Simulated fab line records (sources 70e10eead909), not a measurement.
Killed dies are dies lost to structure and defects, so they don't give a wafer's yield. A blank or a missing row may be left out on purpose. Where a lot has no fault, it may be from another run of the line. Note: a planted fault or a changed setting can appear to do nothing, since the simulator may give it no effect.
8D (eight disciplines) problem report, filled in by code + flow nandHarc + the parts of the form that need people (team, actions taken, sign-off) are left out

## 1. WHAT WENT WRONG
Wafers without a fault read 3.6, standard deviation 2.6; killedAtPeriphery at NHARC_END_SORT_01 reads a mean of 643.7 on 3 wafers belonging to 3 lots. That is +99 or more standard deviations from the usual mean.
Seen first at day 22 21:36 on prober-01, wafer L993.4. Wafers with a number at this step in the record: 27, from 9 lots. Rule for "out", or "out of limits": more than 4 standard deviations from the usual mean. All remaining wafers that have a number are taken as sound.

## 2. WHAT IT IS AND WHAT IT IS NOT
| question                    | is                                                                                                          | is not                                                                                |
|-----------------------------|-------------------------------------------------------------------------------------------------------------|---------------------------------------------------------------------------------------|
| which readings at this step | killedAtPeriphery, defectLimitedYield, killedDies, sort_bin_2_pct, sortNPass, sortRimYieldPct, sortYieldPct | killedAtArray, killedAtOther, killedOpen, sort_bin_3_pct, sort_bin_4_pct              |
| which lots                  | L993, L994, L995                                                                                            | L980, L981, L982, L983, L984, L996                                                    |
| which wafers of those lots  | L993.4, L994.6, L995.5                                                                                      | L993.1, L993.6, L994.1, L994.3, L995.4, L995.6                                        |
| read on which gauges        | prober-01, prober-02                                                                                        | -                                                                                     |
| when                        | from day 22 21:36                                                                                           | up to then (16 sound wafers); but 8 sound wafers of L993, L994, L995, L996 came after |

## 3. SUSPECTS, AND WHAT RULES EACH OUT
Counting: if a tool at a process step up to the reading ran every lot that is out, it stays a suspect. Sound lots after the first of them don't rule it out here, since some wafers of a struck lot are sound.
- the gauge at NHARC_END_SORT_01 has been ruled out. 2 gauges (prober-01, prober-02) read the wafers that are out.
- pvdSputter-01 at NHARC_P_M0_PVD_21 (deposits Cu, target thk 30 nm, time 20.49 s): kept. It processed each lot that is out (first: L993, day 9 21:54); up to then, its last sound lot is L983 (day 7 04:29).
Left after counting: pvdSputter-01 at NHARC_P_M0_PVD_21.

## 4. THE CAUSE (what the simulator had put in)
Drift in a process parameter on pvdSputter-01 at NHARC_P_M0_PVD_21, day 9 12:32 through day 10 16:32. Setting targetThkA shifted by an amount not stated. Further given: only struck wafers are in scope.
After counting, this tool was the only one left.

## 5. THE EFFECT CHAIN, in route order
Each row: a reading where the mean over the struck wafers with a number is more than 3 standard deviations away from the usual. Readings are gone through only where the record gives a usual standard deviation; hours: the median, over the lots, of the time from a lot's start at the first step in this table giving one to that lot's start at this step; sigmas: the change measured in usual standard deviations.
| hours | step              | reading            | usual  | on struck wafers | change | sigmas      |
|-------|-------------------|--------------------|--------|------------------|--------|-------------|
| 0     | NHARC_END_SORT_01 | defectLimitedYield | 95.3 % | 0.5              | -94.8  | -63         |
| 0     | NHARC_END_SORT_01 | killedAtPeriphery  | 3.6    | 643.7            | +640.1 | +99 or more |
| 0     | NHARC_END_SORT_01 | killedDies         | 32     | 674              | +642   | +64         |
| 0     | NHARC_END_SORT_01 | sort_bin_2_pct     | 1.5 %  | 95.9             | +94.4  | +99 or more |
| 0     | NHARC_END_SORT_01 | sortNPass          | 645    | 3                | -642   | -64         |
| 0     | NHARC_END_SORT_01 | sortRimYieldPct    | 97.3 % | 0.6              | -96.7  | -51         |
| 0     | NHARC_END_SORT_01 | sortYieldPct       | 95.3 % | 0.5              | -94.8  | -63         |

## 6. HOW IT WOULD HAVE BEEN CAUGHT EARLIER
The first out-of-limits reading at a measuring or inspecting step in this record came at day 22 21:36, 321 hours after the fault's start at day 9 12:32.
Of the tool readings at NHARC_P_M0_PVD_21 for which the record gives a usual standard deviation, none was out on any struck wafer, so an alarm limit of 4 standard deviations on them would not have fired.
All the lots that are out (3) had begun NHARC_P_M0_PVD_21 on pvdSputter-01 by day 22 21:36. Tool hold at that time: it would have spared none of them.
